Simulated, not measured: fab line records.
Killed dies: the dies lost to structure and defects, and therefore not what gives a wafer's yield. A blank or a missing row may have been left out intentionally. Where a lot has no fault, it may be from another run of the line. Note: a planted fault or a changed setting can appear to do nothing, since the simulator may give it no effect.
Chamber matching -- flow nandHarc -- NHARC_A_CONTACT_DEP_85 on pecvd-04: 3 sister chambers
The step deposits SiON, target thk 50 nm. 6 wafers are shown with their chamber, then 12 later ones without.

WAFERS WITH THEIR CHAMBER
wafer,chamber,heaterPowerW (W),chamberPressureTorr (Torr)
L087.5,2,635,3.487
L088.2,2,636,3.491
L088.4,1,873,3.496
L086.1,0,663,3.500
L086.4,0,671,3.503
L086.6,1,797,3.499

WAFERS WHOSE CHAMBER IS MISSING
wafer,heaterPowerW (W),chamberPressureTorr (Torr)
L085.2,943,3.496
L085.4,598,3.501
L085.6,961,3.498
L089.1,584,3.495
L089.2,963,3.509
L089.4,600,3.478
L095.1,652,3.506
L095.2,627,3.493
L095.3,865,3.494
L097.3,859,3.507
L097.4,537,3.490
L097.6,562,3.499

THE CHAMBER EACH PASSED THROUGH
wafer,from the rows above,in truth
L085.2,1,1
L085.4,0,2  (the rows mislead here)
L085.6,1,1
L089.1,can't be placed: 2 or 0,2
L089.2,1,1
L089.4,2,2
L095.1,0,0
L095.2,2,2
L095.3,1,1
L097.3,1,1
L097.4,2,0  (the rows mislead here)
L097.6,can't be placed: 0 or 2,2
Correctly placed: 8 of 12. Not placeable from these rows: 2 (in 2, the candidates include the true chamber). Number placed wrongly: 2.
How it was worked out, from the rows above alone: a wafer's distance from a chamber is the root of the sum, over the readings, of the square of ((its reading less the chamber's mean) divided by the reading's scatter). The wafer belongs to the nearest chamber; if the next one is less than 2 further off, it can't be placed. A chamber's mean is the mean of its shown wafers. The scatter: take each reading less its chamber's mean, square it, sum over the shown wafers, divide by the number of wafers less the number of chambers, and take the root.
